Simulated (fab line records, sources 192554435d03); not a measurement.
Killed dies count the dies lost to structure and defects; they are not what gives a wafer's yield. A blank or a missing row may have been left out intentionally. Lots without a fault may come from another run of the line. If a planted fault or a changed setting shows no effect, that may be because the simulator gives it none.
Chamber matching -- flow n5 finfet -- N5_BEOL_M14_DEP_53 on pecvd-04: 3 sister chambers
The step deposits SiCN from 3MS/NH3, target thk 50 nm, time 17.8 s. 6 wafers are shown with their chamber, then 8 later ones without.

== WAFERS WITH THEIR CHAMBER ==
wafer,chamber,throttle valve pct (%),showerhead plenum p Torr (Torr)
L086.3,0,17.3,4.154
L086.5,2,16.6,4.151
L090.1,2,16.6,4.149
L090.2,1,17.9,4.162
L090.5,0,17.3,4.152
L092.2,1,17.8,4.158

== WAFERS WITHOUT THEIR CHAMBER ==
wafer,throttle valve pct (%),showerhead plenum p Torr (Torr)
L092.3,16.5,4.160
L092.4,17.3,4.145
L094.2,17.5,4.149
L094.3,16.4,4.156
L094.5,17.6,4.163
L096.1,16.4,4.149
L096.3,17.1,4.149
L096.5,17.6,4.168

== CHAMBER TAKEN BY EACH ==
wafer,from the rows above,in truth
L092.3,2,2
L092.4,0,0
L094.2,0,0
L094.3,2,2
L094.5,1,1
L096.1,2,2
L096.3,0,0
L096.5,1,1
Placed correctly: 8 of 8. Left unplaced by these rows: 0. 0 placed wrongly.
How it was worked out, from the rows above alone: a wafer's distance from a chamber is the root of the sum, over the readings, of the square of ((its reading less the chamber's mean) divided by the reading's scatter). The wafer belongs to the nearest chamber; if the next one is less than 2 further off, it can't be placed. The mean given for a chamber averages the wafers shown for that chamber. The scatter: take each reading less its chamber's mean, square it, sum over the shown wafers, divide by the number of wafers less the number of chambers, and take the root.
